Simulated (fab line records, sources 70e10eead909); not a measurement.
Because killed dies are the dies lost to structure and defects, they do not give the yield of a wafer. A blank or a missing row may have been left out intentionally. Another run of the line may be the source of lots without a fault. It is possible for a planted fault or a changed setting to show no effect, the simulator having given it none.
Chamber matching	flow nandHarc	NHARC_A_CHANNEL_FILL_D1_STRIP_28 on rieDiel-07 has 4 sister chambers
The step strips in O2, time 20 s. 4 wafers are shown with their chamber, then 9 later ones without.

WAFERS, EACH WITH ITS CHAMBER
wafer	chamber	showerheadPlenumPTorr (Torr)
L083.4	0	3.57
L087.4	1	3.43
L089.1	2	3.67
L089.6	3	3.55

WAFERS MISSING THEIR CHAMBER
wafer	showerheadPlenumPTorr (Torr)
L090.2	3.43
L090.4	3.57
L090.5	3.56
L094.1	3.55
L094.4	3.67
L094.6	3.55
L097.1	3.67
L097.2	3.43
L097.6	3.56

WHICH CHAMBER EACH WENT THROUGH
wafer	from the rows above	in truth
L090.2	1	1
L090.4	0	0
L090.5	can't be placed: 0 or 3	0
L094.1	3	3
L094.4	2	2
L094.6	3	3
L097.1	2	2
L097.2	1	1
L097.6	can't be placed: 0 or 3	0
7 of 9 placed correctly. Can't be placed from these rows: 2 (the true chamber is among the candidates in 2). Number placed wrongly: 0.
How it was worked out, from the rows above alone: a wafer's distance from a chamber is the root of the sum, over the readings, of the square of ((its reading less the chamber's mean) divided by the reading's scatter). If the next closest chamber is less than 2 further off than the closest, the wafer can't be placed; otherwise it belongs to the closest. The mean given for a chamber averages the wafers shown for that chamber. The scatter (one wafer shown for each chamber): square how far every hidden wafer sits from the nearest shown wafer, average those squares and take the square root.
